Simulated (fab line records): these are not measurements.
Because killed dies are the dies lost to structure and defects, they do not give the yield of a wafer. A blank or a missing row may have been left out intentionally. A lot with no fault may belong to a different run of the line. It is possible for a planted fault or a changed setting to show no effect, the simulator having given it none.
fab line records	flow nand-harc
record: lots: 11	wafers: 33	last-day: 25
route steps=1159 shown A_STAIRCASE@563 END@1159
lots with no fault: from the same line, run without faults
start-h: hours from the record's first day to the start of the lot's first wafer shown	wait-h: hours since the lot's step before	" repeats the value in the row above	L1.1+2: a single row standing in for several wafers	- value missing, or start not given	* or withheld: withheld	< > ~ a bound
route shown NAME@n: a module of which the file shows steps, and the number in the route of the first	usual: mean/standard deviation taken from wafers without a fault	same: alike in all rows	chamber/n: place in a boat	sites: readings site by site	_std_site: standard deviation of those values	_edge_site: the outer-site mean with the inner-site mean subtracted	radius-mm: how far each site lies from the wafer's centre	mask NAME#n: copy n	behind: tool/chamber where the wafer was last shaped	hold: the reason the lot was held/the length of the hold in hours/how it ended	device: which transistor (n, p or np) failed to switch	end of line: the same wafers' tests at the end of the route	a step given without rows: its recipe and nothing more	killed: dies that structure and defects cost at the first sort, which is not the same as the wafer's yield	map: per-die view of a wafer (x killed, . not killed, _ where there is no die)
set.NAME: setting as actually run; set.NAME@STEP: the setting as run at that earlier step	model.NAME: the simulator's own value behind a step, which no gauge read
a sample of lots followed through the steps of the route, with each step as a table and each wafer as a row
services: when a tool's chamber went out of use (start-h, in hours from the record's first day, below 0 if earlier), for how many hours, and the reason
== steps ==
step: NHARC_A_STAIRCASE_TRIM_26
recipe: time-s: 211.2	o2-flow-sccm: 500	ar-flow-sccm: 0	bias-w: 0	chemistry: O2
usual: drypump-motor-current-A: 5.7/0.31	o2-flow-sccm: 500.2/1.6	oes-product-au: 1.000/0.011	rf-vpp-V: 57.9/0.9	showerhead-plenum-p-Torr: 3.59/0.11	throttle-valve-pct: 17.036/0.0086
lot.wafer	tool	chamber	start-h	wait-h	drypump-motor-current-A	o2-flow-sccm	oes-product-au	rf-hours-counter-h	rf-vpp-V	showerhead-plenum-p-Torr	throttle-valve-pct
L682.1	rie-diel-04	0	-	-	5.6	500.4	1.000	43	58.2	3.58	17.040
L682.5	"	1	"	"	5.6	503.1	1.012	-	57.8	3.64	17.036
L682.6	"	2	"	"	6.2	503.3	0.997	-	59.2	3.56	17.041
L685.1	rie-diel-12	3	-	-	5.2	503.2	1.009	16	58.0	3.71	17.034
L685.4	"	2	"	"	5.6	500.1	0.994	17	58.3	3.76	17.025
L685.6	"	0	"	"	5.7	500.7	0.996	-	57.1	3.45	17.040
L683.3	rie-diel-08	0	-	-	5.2	500.6	1.027	46	56.4	3.48	17.026
L683.1	"	1	"	"	5.7	499.6	1.013	42	58.5	3.73	17.034
L683.6	"	3	"	"	6.2	498.5	0.990	-	58.9	3.66	17.048
L684.3	rie-diel-12	1	-	-	6.0	499.2	0.997	18	58.1	3.46	17.031
L684.4	"	2	"	"	5.6	498.1	0.996	19	57.3	3.76	17.041
L684.5	"	0	"	"	5.7	500.8	1.001	-	56.8	3.45	17.045
L688.3	rie-diel-04	0	-	-	5.6	500.0	1.000	57	57.3	3.57	17.022
L688.2	"	2	"	"	6.2	498.0	1.004	60	58.8	3.55	17.025
L688.5	"	1	"	"	5.7	500.8	1.010	-	58.3	3.63	17.031
L689.2	rie-diel-12	0	-	-	5.6	500.4	0.995	25	56.0	3.44	17.041
L689.3	"	1	"	"	6.0	500.3	0.998	29	56.5	3.45	17.024
L689.5	"	1	"	"	6.0	500.4	0.994	-	57.5	3.45	17.031
L697.1	rie-diel-04	3	-	-	5.8	499.7	1.017	17	58.3	3.49	17.027
L697.3	"	0	"	"	5.5	500.7	0.992	17	58.8	3.56	17.038
L697.4	"	1	"	"	5.6	499.7	1.005	16	58.4	3.62	17.032
L696.1	rie-diel-08	0	-	-	5.2	500.5	1.019	18	57.4	3.46	17.047
L696.2	"	2	"	"	5.5	502.3	1.002	11	56.1	3.69	17.030
L696.6	"	3	"	"	6.2	497.8	1.006	-	58.4	3.64	17.030
L701.4	rie-diel-08	3	-	-	6.2	501.7	1.011	21	57.7	3.64	17.052
L701.1	"	0	"	"	5.2	500.0	1.018	22	57.8	3.46	17.021
L701.2	"	1	"	"	5.7	498.9	1.003	18	58.1	3.71	17.028
L703.1	rie-diel-08	1	-	-	5.7	500.4	0.996	22	56.8	3.71	17.041
L703.5	"	2	"	"	5.5	503.0	1.004	-	56.8	3.69	17.034
L703.6	"	3	"	"	6.2	497.3	1.004	-	57.5	3.64	17.035
L702.3	rie-diel-04	1	-	-	5.6	499.6	0.996	25	57.5	3.61	17.041
L702.5	"	2	"	"	6.1	501.4	1.000	-	57.5	3.53	17.031
L702.6	"	3	"	"	5.8	501.1	1.005	-	58.0	3.49	17.048
step: NHARC_A_STAIRCASE_DESCUM_186
recipe: time-s: 3	o2-flow-sccm: 200	ar-flow-sccm: 0	bias-power-w: 0	chemistry: O2
usual: drypump-motor-current-A: 5.65/0.3	o2-flow-sccm: 199.9/0.64	oes-product-au: 0.997/0.0098	rf-vpp-V: 57.8/0.86	showerhead-plenum-p-Torr: 1.95/0.07	throttle-valve-pct: 11.310/0.009
same: bias-power-w: 0
lot.wafer	tool	chamber	start-h	wait-h	drypump-motor-current-A	o2-flow-sccm	oes-product-au	rf-hours-counter-h	rf-vpp-V	showerhead-plenum-p-Torr	throttle-valve-pct
L682.1	rie-diel-04	2	249.29	-	6.15	199.7	0.989	48	59.4	1.93	11.315
L682.5	"	2	"	"	6.14	199.2	0.995	-	58.6	1.93	11.305
L682.6	"	3	"	"	5.75	200.6	1.000	-	57.8	1.90	11.319
L685.1	rie-diel-08	0	261.35	-	5.21	198.7	1.017	47	57.4	1.88	11.339
L685.4	"	3	"	"	6.16	199.7	0.995	46	57.0	1.99	11.303
L685.6	"	0	"	"	5.21	198.9	1.020	-	58.5	1.88	11.306
L683.1	rie-diel-12	2	261.53	-	5.58	200.6	0.983	17	58.7	2.05	11.315
L683.3	"	3	"	"	5.19	199.7	0.998	16	57.4	2.02	11.312
L683.6	"	0	"	"	5.68	199.8	0.987	-	55.9	1.87	11.297
L684.3	rie-diel-12	2	267.22	-	5.59	199.0	0.992	21	56.2	2.05	11.309
L684.4	"	3	"	"	5.16	198.0	0.999	19	57.4	2.02	11.307
L684.5	"	1	"	"	5.99	200.6	0.998	-	57.4	1.87	11.308
L688.2	rie-diel-08	0	276.41	-	5.21	199.7	1.013	52	55.9	1.88	11.315
L688.3	"	3	"	"	6.15	201.6	0.992	52	57.8	1.99	11.309
L688.5	"	1	"	"	5.73	199.6	0.992	-	58.3	2.03	11.307
L689.3	rie-diel-12	1	293.47	-	5.98	199.2	0.985	30	56.7	1.87	11.293
L689.2	"	2	"	"	5.55	199.4	0.984	30	57.5	2.04	11.311
L689.5	"	1	"	"	5.99	199.6	0.973	-	58.2	1.87	11.306
L697.4	rie-diel-12	1	348.12	-	5.99	200.5	0.992	49	57.3	1.86	11.304
L697.1	"	2	"	"	5.54	199.7	1.001	51	56.6	2.04	11.303
L697.3	"	3	"	"	5.19	199.4	0.996	50	57.9	2.01	11.320
L696.2	rie-diel-04	0	348.76	-	5.55	200.4	0.987	19	56.4	1.93	11.323
L696.1	"	1	"	"	5.62	198.8	0.992	17	57.8	1.96	11.304
L696.6	"	3	"	"	5.74	200.4	1.004	-	58.0	1.89	11.307
L701.1	rie-diel-12	1	363.95	-	6.00	198.9	0.984	55	57.5	1.86	11.310
L701.2	"	2	"	"	5.58	200.3	0.992	55	57.9	2.04	11.302
L701.4	"	3	"	"	5.18	198.7	0.986	55	58.5	2.01	11.312
L703.1	rie-diel-12	0	378.45	-	5.62	200.6	0.993	56	57.3	1.85	11.297
L703.6	"	2	"	"	5.56	200.5	0.997	-	58.7	2.03	11.309
L703.5	"	3	"	"	5.18	199.2	0.992	-	58.0	2.01	11.305
L702.3	rie-diel-12	2	378.67	-	5.51	199.7	0.990	59	57.9	2.03	11.311
L702.6	"	2	"	"	5.58	199.7	0.995	-	57.3	2.03	11.307
L702.5	"	3	"	"	5.18	199.5	0.998	-	56.9	2.01	11.316
step: NHARC_A_STAIRCASE_ETCH_188
recipe: target-depth-a: 1000	time-s: 40.5	ion-energy-ev: 400	c4f8-flow-sccm: 20	o2-flow-sccm: 10	ar-flow-sccm: withheld	rf-w: 600	bias-w: 1000	chemistry: C4F8/O2
usual: oes-product-au: 0.935/0.014	rf-fwd-power-W: 591.5/3	rf-vpp-V: 898/4.4
lot.wafer	tool	chamber	start-h	wait-h	oes-product-au	rf-fwd-power-W	rf-hours-counter-h	rf-vpp-V
L682.1	rie-diel-04	2	249.56	-	0.924	596.8	48	897
L682.5	"	2	"	"	0.928	596.6	-	897
L682.6	"	3	"	"	0.948	588.6	-	896
L685.1	rie-diel-08	3	261.59	-	0.943	593.9	46	902
L685.4	"	1	"	"	0.950	589.3	43	902
L685.6	"	3	"	"	0.957	590.0	-	899
L683.1	rie-diel-12	0	261.81	-	0.921	590.6	13	893
L683.3	"	2	"	"	0.928	593.7	17	904
L683.6	"	0	"	"	0.926	589.9	-	893
L684.3	rie-diel-12	0	267.53	-	1.128	827.7	16	894
L684.4	"	2	"	"	1.133	835.6	21	904
L684.5	"	0	"	"	1.129	829.7	-	894
L688.2	rie-diel-08	0	276.88	-	0.942	590.0	52	894
L688.3	"	1	"	"	0.927	588.9	48	903
L688.5	"	3	"	"	0.916	592.1	-	902
L689.2	rie-diel-12	1	293.70	-	1.164	832.3	30	893
L689.3	"	0	"	"	1.166	828.9	25	894
L689.5	"	2	"	"	1.163	836.6	-	902
L697.4	rie-diel-12	2	348.35	-	0.952	590.2	51	904
L697.3	"	0	"	"	0.946	591.8	46	891
L697.1	"	1	"	"	0.941	594.8	49	893
L696.2	rie-diel-04	2	349.01	-	0.927	595.7	16	897
L696.1	"	0	"	"	0.915	596.1	19	898
L696.6	"	3	"	"	0.935	587.9	-	895
L701.1	rie-diel-12	0	364.22	-	0.945	590.4	52	892
L701.2	"	1	"	"	0.918	595.8	56	893
L701.4	"	2	"	"	0.924	598.8	55	904
L703.1	rie-diel-12	2	378.72	-	0.929	594.2	59	904
L703.5	"	1	"	"	0.938	594.7	-	892
L703.6	"	2	"	"	0.942	593.6	-	903
L702.3	rie-diel-12	1	378.93	-	0.921	591.0	59	891
L702.6	"	3	"	"	0.923	592.8	-	902
L702.5	"	0	"	"	0.927	587.8	-	893
step: NHARC_A_STAIRCASE_TRIM_189
recipe: time-s: 211.2	o2-flow-sccm: 500	ar-flow-sccm: 0	bias-w: 0	chemistry: O2
usual: drypump-motor-current-A: 5.6/0.31	o2-flow-sccm: 499.9/1.4	oes-product-au: 0.997/0.0098	rf-vpp-V: 57.9/0.82	showerhead-plenum-p-Torr: 3.59/0.12	throttle-valve-pct: 17.035/0.0091
lot.wafer	tool	chamber	start-h	wait-h	drypump-motor-current-A	o2-flow-sccm	oes-product-au	rf-hours-counter-h	rf-vpp-V	showerhead-plenum-p-Torr	throttle-valve-pct
L682.1	rie-diel-04	1	-	-	5.7	498.9	0.991	50	57.9	3.64	17.033
L682.6	"	0	"	"	5.6	500.3	0.994	-	58.5	3.58	17.041
L682.5	"	1	"	"	5.7	499.6	1.012	-	58.5	3.64	17.047
L685.1	rie-diel-08	1	-	-	5.7	499.4	0.995	43	59.1	3.73	17.038
L685.4	"	3	"	"	6.2	500.4	0.989	46	58.5	3.66	17.034
L685.6	"	1	"	"	5.7	500.4	1.000	-	59.3	3.72	17.040
L683.1	rie-diel-12	2	-	-	5.5	498.5	0.987	18	58.2	3.76	17.028
L683.3	"	1	"	"	6.0	501.0	0.998	17	57.5	3.46	17.034
L683.6	"	2	"	"	5.6	500.1	0.990	-	58.7	3.76	17.026
L684.3	rie-diel-12	2	-	-	5.5	500.7	0.992	21	59.0	3.76	17.033
L684.4	"	3	"	"	5.2	497.6	1.002	19	58.8	3.71	17.037
L684.5	"	2	"	"	5.6	502.9	0.995	-	58.5	3.76	17.035
L688.2	rie-diel-08	0	-	-	5.2	499.9	1.019	52	58.8	3.47	17.035
L688.3	"	3	"	"	6.1	500.4	0.990	53	58.9	3.66	17.021
L688.5	"	1	"	"	5.7	499.2	1.000	-	58.2	3.72	17.037
L689.3	rie-diel-12	1	-	-	6.0	499.2	0.995	30	56.3	3.45	17.020
L689.2	"	0	"	"	5.7	502.7	0.991	25	58.5	3.44	17.030
L689.5	"	1	"	"	6.0	498.3	0.996	-	58.1	3.45	17.043
L697.1	rie-diel-12	3	-	-	5.2	496.7	0.999	50	58.1	3.69	17.049
L697.3	"	1	"	"	6.0	498.1	0.985	49	57.5	3.44	17.023
L697.4	"	2	"	"	5.6	500.3	0.994	51	57.5	3.74	17.028
L696.2	rie-diel-04	2	-	-	6.2	498.7	0.995	16	57.4	3.54	17.026
L696.1	"	3	"	"	5.8	500.7	1.014	18	58.6	3.49	17.046
L696.6	"	3	"	"	5.8	500.9	1.016	-	58.1	3.49	17.043
L701.1	rie-diel-12	2	-	-	5.5	498.8	0.995	55	58.6	3.74	17.039
L701.2	"	0	"	"	5.6	498.2	0.999	52	57.9	3.42	17.046
L701.4	"	1	"	"	6.0	498.3	0.988	56	57.4	3.44	17.030
L703.1	rie-diel-12	1	-	-	6.0	499.1	0.987	59	58.5	3.43	17.040
L703.6	"	0	"	"	5.6	499.8	0.997	-	58.5	3.42	17.047
L703.5	"	1	"	"	6.0	498.5	0.987	-	57.0	3.43	17.050
L702.3	rie-diel-12	1	-	-	6.0	500.1	0.988	59	59.2	3.43	17.030
L702.6	"	3	"	"	5.2	500.1	0.991	-	59.1	3.69	17.037
L702.5	"	0	"	"	5.6	498.6	0.994	-	57.1	3.42	17.042
step: NHARC_END_SORT_01
recipe: temp-c: 25
usual: killed-at-array: 28/8.6	killed-at-other: 0.7/1.2	killed-at-periphery: 3.1/2.3	killed-dies: 32/8.7	killed-open: 3.2/1.7	killed-short: 2.0/1.5
same: gross-dies: 677
lot.wafer	tool	chamber	start-h	wait-h	hold	killed-at-array	killed-at-other	killed-at-periphery	killed-dies	killed-open	killed-short
L685.1	prober-01	0	459.90	2.5	-	27	0	4	31	6	1
L685.4	prober-01	0	462.30	3.4	-	16	1	6	23	6	0
L685.6	prober-01	0	463.90	4.0	-	21	2	4	27	3	2
L683.1	prober-02	0	461.55	4.2	-	41	1	4	46	7	2
L683.3	prober-02	0	463.16	4.8	-	33	0	3	36	1	2
L683.6	prober-02	0	465.57	5.7	-	18	0	8	26	6	4
L684.3	prober-01	0	474.37	3.1	await-dispo/7.3h/scrap	674	0	3	677	4	7
L684.4	prober-01	0	475.18	3.4	await-dispo/7.3h/scrap	671	2	4	677	3	4
L684.5	prober-01	0	476.00	3.7	await-dispo/7.3h/scrap	670	3	4	677	4	2
L688.2	prober-01	0	485.93	2.8	-	22	0	12	34	2	3
L688.3	prober-01	0	486.72	3.1	-	26	0	11	37	2	1
L688.5	prober-01	0	488.29	3.6	-	25	1	3	29	9	0
L689.2	prober-01	0	493.72	2.8	await-dispo/3.8h/scrap	677	0	0	677	2	0
L689.3	prober-01	0	494.51	3.1	await-dispo/3.8h/scrap	674	0	3	677	4	2
L689.5	prober-01	0	496.10	3.7	await-dispo/3.8h/scrap	675	0	2	677	7	2
L697.1	prober-01	0	541.32	2.5	-	32	1	4	37	3	7
L697.3	prober-01	0	542.94	3.1	-	21	1	4	26	3	3
L697.4	prober-01	0	543.74	3.4	-	33	0	2	35	3	1
L696.1	prober-01	0	549.15	2.5	-	46	0	3	49	2	1
L696.2	prober-01	0	549.95	2.8	-	44	0	6	50	2	0
L696.6	prober-01	0	553.14	4.0	-	41	0	7	48	4	0
L703.1	prober-02	0	582.45	2.5	-	41	1	6	48	5	0
L703.5	prober-02	0	585.66	3.7	-	39	0	3	42	6	0
L703.6	prober-02	0	586.47	4.0	-	37	1	2	40	5	1
killed by level:class
L685.1 A_SLIT:chamber-film-flake=14 A_CONTACT:geometric-particle:open=3 A_STAIRCASE:chamber-film-flake=2 A_WL_FILL:chamber-film-flake=2 P_M0:geometric-particle:open=1 A_ONON_D1:geometric-particle:open=1 A_ONON_D1:geometric-particle:short=1 A_CHANNEL_FILL_D1:geometric-particle:open=1
L683.1 A_CHANNEL_HOLE_D1:chamber-film-flake=19 A_SLIT:chamber-film-flake=10 P_M1:geometric-particle:open=2 A_ONON_D1:geometric-particle:open=2 A_WL_FILL:geometric-particle:open=2 A_ZERO_WELL:chamber-film-flake=2 A_CHANNEL_FILL_D1:chamber-film-flake=2 P_CONTACT:geometric-particle:open=1
L685.4 A_SLIT:chamber-film-flake=12 P_M0:geometric-particle:open=4 A_ONON_D1:geometric-particle:open=1 A_STAIRCASE:geometric-particle:open=1 P_ZERO_WELL:chamber-film-flake=1 P_BONDPAD:chamber-film-flake=1 A_CHANNEL_HOLE_D1:chamber-film-flake=1 A_CONTACT:chamber-film-flake=1
L683.3 A_SLIT:chamber-film-flake=12 A_CHANNEL_HOLE_D1:chamber-film-flake=10 A_STAIRCASE:chamber-film-flake=4 P_GATE:chamber-film-flake=2 A_CHANNEL_FILL_D1:chamber-film-flake=2 A_CONTACT:chamber-film-flake=2 P_STI:geometric-particle:short=1 A_CHANNEL_FILL_D1:geometric-particle:short=1
L685.6 A_SLIT:chamber-film-flake=12 A_CHANNEL_HOLE_D1:chamber-film-flake=6 THIN_TSV:chamber-film-flake=2 P_STI:geometric-particle:open=1 P_CONTACT:geometric-particle:open=1 P_CONTACT:geometric-particle:short=1 A_CHANNEL_FILL_D1:geometric-particle:open=1 A_CONTACT:geometric-particle:short=1
L683.6 A_CHANNEL_HOLE_D1:chamber-film-flake=7 P_GATE:chamber-film-flake=4 A_M1:geometric-particle:open=3 P_CONTACT:geometric-particle:short=2 A_SLIT:chamber-film-flake=2 A_CONTACT:chamber-film-flake=2 P_M0:geometric-particle:short=1 P_M1:geometric-particle:open=1
L684.3 A_STAIRCASE:area-etch=647 A_SLIT:chamber-film-flake=6 A_CHANNEL_HOLE_D1:chamber-film-flake=4 A_M1:chamber-film-flake=3 A_SOURCE_PLATE:geometric-particle:short=2 A_BLC:geometric-particle:open=2 A_CONTACT:chamber-film-flake=2 P_GATE:geometric-particle:open=1
L684.4 A_STAIRCASE:area-etch=629 A_SLIT:chamber-film-flake=17 P_GATE:chamber-film-flake=4 A_CHANNEL_HOLE_D1:chamber-film-flake=4 A_M1:chamber-film-flake=4 A_STAIRCASE:chamber-film-flake=3 A_M0:chamber-film-flake=3 A_CHANNEL_FILL_D1:geometric-particle:short=2
L684.5 A_STAIRCASE:area-etch=646 A_SLIT:chamber-film-flake=10 P_GATE:chamber-film-flake=3 THIN_TSV:chamber-film-flake=3 A_CHANNEL_HOLE_D1:chamber-film-flake=2 A_STAIRCASE:chamber-film-flake=2 A_M0:chamber-film-flake=2 A_M1:chamber-film-flake=2
L688.2 A_SLIT:chamber-film-flake=8 A_CHANNEL_HOLE_D1:chamber-film-flake=4 P_ZERO_WELL:chamber-film-flake=3 P_STI:chamber-film-flake=3 P_CONTACT:chamber-film-flake=3 A_STAIRCASE:chamber-film-flake=3 P_CONTACT:geometric-particle:short=2 A_ZERO_WELL:chamber-film-flake=2
L688.3 A_SLIT:chamber-film-flake=12 P_ZERO_WELL:chamber-film-flake=8 A_STAIRCASE:chamber-film-flake=5 A_CHANNEL_HOLE_D1:chamber-film-flake=4 P_CONTACT:chamber-film-flake=2 A_ONON_D1:geometric-particle:open=1 A_CONTACT:geometric-particle:open=1 A_BLC:geometric-particle:short=1
L688.5 A_STAIRCASE:chamber-film-flake=8 A_SLIT:chamber-film-flake=7 A_CHANNEL_HOLE_D1:chamber-film-flake=3 A_CONTACT:geometric-particle:open=2 P_CONTACT:geometric-particle:open=1 P_M0:geometric-particle:open=1 A_CHANNEL_HOLE_D1:geometric-particle:open=1 A_CHANNEL_FILL_D1:geometric-particle:open=1
L689.2 A_STAIRCASE:area-etch=650 A_SLIT:chamber-film-flake=10 A_STAIRCASE:chamber-film-flake=5 A_CONTACT:chamber-film-flake=5 A_CHANNEL_HOLE_D1:chamber-film-flake=4 A_CONTACT:geometric-particle:open=1 A_BLC:geometric-particle:open=1 A_CHANNEL_FILL_D1:chamber-film-flake=1
L689.3 A_STAIRCASE:area-etch=641 A_SLIT:chamber-film-flake=13 A_CHANNEL_HOLE_D1:chamber-film-flake=6 A_STAIRCASE:chamber-film-flake=5 A_CHANNEL_FILL_D1:chamber-film-flake=2 P_M0:geometric-particle:open=1 P_M1:geometric-particle:short=1 A_ONON_D1:geometric-particle:open=1
L689.5 A_STAIRCASE:area-etch=649 A_SLIT:chamber-film-flake=8 A_CONTACT:chamber-film-flake=5 A_STAIRCASE:chamber-film-flake=4 A_M0:geometric-particle:open=2 A_CHANNEL_HOLE_D1:chamber-film-flake=2 P_CONTACT:geometric-particle:short=1 P_M0:geometric-particle:open=1
L697.1 A_SLIT:chamber-film-flake=15 A_CONTACT:chamber-film-flake=5 A_CHANNEL_HOLE_D1:chamber-film-flake=4 A_STAIRCASE:chamber-film-flake=2 P_GATE:geometric-particle:short=1 P_CONTACT:geometric-particle:open=1 P_CONTACT:geometric-particle:short=1 P_M0:geometric-particle:short=1
L697.3 A_SLIT:chamber-film-flake=12 A_STAIRCASE:chamber-film-flake=3 P_M0:geometric-particle:short=2 A_CHANNEL_HOLE_D1:chamber-film-flake=2 A_CONTACT:chamber-film-flake=2 P_M0:geometric-particle:open=1 A_CHANNEL_FILL_D1:geometric-particle:open=1 A_CONTACT:geometric-particle:open=1
L697.4 A_SLIT:chamber-film-flake=17 A_CONTACT:chamber-film-flake=5 A_CHANNEL_HOLE_D1:chamber-film-flake=5 A_STAIRCASE:chamber-film-flake=3 P_CONTACT:geometric-particle:open=2 A_WL_FILL:geometric-particle:short=1 A_CONTACT:geometric-particle:open=1 A_ZERO_WELL:chamber-film-flake=1
L696.1 A_CHANNEL_HOLE_D1:chamber-film-flake=23 A_SLIT:chamber-film-flake=10 A_CONTACT:chamber-film-flake=5 P_ZERO_WELL:chamber-film-flake=3 A_BONDPAD:chamber-film-flake=3 A_STAIRCASE:chamber-film-flake=2 A_ONON_D1:geometric-particle:open=1 A_CONTACT:geometric-particle:open=1
L696.2 A_CHANNEL_HOLE_D1:chamber-film-flake=16 A_SLIT:chamber-film-flake=13 A_CONTACT:chamber-film-flake=10 P_ZERO_WELL:chamber-film-flake=5 A_STAIRCASE:chamber-film-flake=2 A_WL_FILL:chamber-film-flake=2 P_M0:geometric-particle:open=1 A_ONON_D1:geometric-particle:open=1
L696.6 A_CHANNEL_HOLE_D1:chamber-film-flake=17 A_SLIT:chamber-film-flake=10 A_CONTACT:chamber-film-flake=9 P_ZERO_WELL:chamber-film-flake=3 P_M2:chamber-film-flake=2 P_GATE:geometric-particle:open=1 A_BLC:geometric-particle:open=1 A_WL_FILL:geometric-particle:open=1
L703.1 A_SLIT:chamber-film-flake=24 A_CHANNEL_HOLE_D1:chamber-film-flake=5 A_ZERO_WELL:chamber-film-flake=3 A_CONTACT:chamber-film-flake=3 A_SOURCE_PLATE:geometric-particle:open=2 P_ZERO_WELL:chamber-film-flake=2 P_STI:chamber-film-flake=2 A_STAIRCASE:chamber-film-flake=2
L703.5 A_SLIT:chamber-film-flake=20 A_CONTACT:chamber-film-flake=7 A_CHANNEL_HOLE_D1:chamber-film-flake=4 A_CONTACT:geometric-particle:open=2 A_STAIRCASE:chamber-film-flake=2 P_CONTACT:geometric-particle:open=1 A_CHANNEL_FILL_D1:geometric-particle:open=1 A_BLC:geometric-particle:open=1
L703.6 A_SLIT:chamber-film-flake=16 A_CHANNEL_HOLE_D1:chamber-film-flake=9 A_CONTACT:chamber-film-flake=5 A_CONTACT:geometric-particle:open=2 A_M0:geometric-particle:open=2 P_STI:chamber-film-flake=2 A_ONON_D1:geometric-particle:short=1 A_BLC:geometric-particle:open=1
== services ==
tool	chamber	start-h	hours	kind
rie-diel-12	1	235.84	2.4	repair
rie-diel-12	0	235.94	-	clean
rie-diel-12	2	235.94	-	clean
rie-diel-12	3	235.94	-	clean
rie-diel-12	0	245.72	8.6	repair
rie-diel-12	0	260.44	-	clean
rie-diel-12	1	260.44	-	clean
rie-diel-12	2	260.44	-	clean
rie-diel-12	3	260.44	-	clean
rie-diel-12	0	285.58	-	clean
rie-diel-12	1	285.58	-	clean
rie-diel-12	2	285.58	-	clean
rie-diel-12	3	285.58	-	clean
rie-diel-04	-	288.92	9.0	pm
rie-diel-08	-	301.86	9.0	pm
rie-diel-12	0	310.08	-	clean
rie-diel-12	1	310.08	-	clean
rie-diel-12	2	310.08	-	clean
rie-diel-12	3	310.08	-	clean
rie-diel-08	-	312.16	1.9	repair
rie-diel-12	0	334.61	-	clean
rie-diel-12	1	334.61	-	clean
rie-diel-12	2	334.61	-	clean
rie-diel-08	1	338.56	8.3	repair
== key ==
first-sign: step: NHARC_A_STAIRCASE_ETCH_188	reading: rf-fwd-power-W	direction: up	sigmas: 81	usual: *	struck: *
effect: step: NHARC_A_STAIRCASE_ETCH_188	reading: oes-product-au	direction: up	sigmas: 15	usual: 0.935	struck: 1.147
effect: step: NHARC_END_SORT_01	reading: killed-at-array	direction: up	sigmas: 75	usual: 28	struck: 674
more-kills-born-at: NHARC_A_STAIRCASE_ETCH_188@rie-diel-12: 3862
met-at NHARC_A_STAIRCASE_ETCH_188
struck-lots L684,L689
later-rows-left-out L684.3,L684.4,L684.5,L689.2,L689.3,L689.5
tester-left-out L684,L689
not-acting-at NHARC_A_STAIRCASE_TRIM_26,NHARC_A_STAIRCASE_DESCUM_186,NHARC_A_STAIRCASE_TRIM_189
onset-between 261.81 267.53
fault: kind: process-parameter-drift	tool: rie-diel-12	chamber: -	onset-h: 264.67	steps: NHARC_A_STAIRCASE_ETCH_188	channel: rf-w	offset: *	shape: step	end-h: 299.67	acts-in: *	stated: *
tester-left-out: of these lots the tester's yield and bins aren't shown, on N5 and GAA mostly nor the transistor test; their killed dies are dies lost to structure and defects alone, not to doping, threshold or leakage, so they don't give the yield
later-rows-left-out: the simulator's readings of these wafers behind a module that went badly wrong aren't trusted and aren't shown, but for the sort
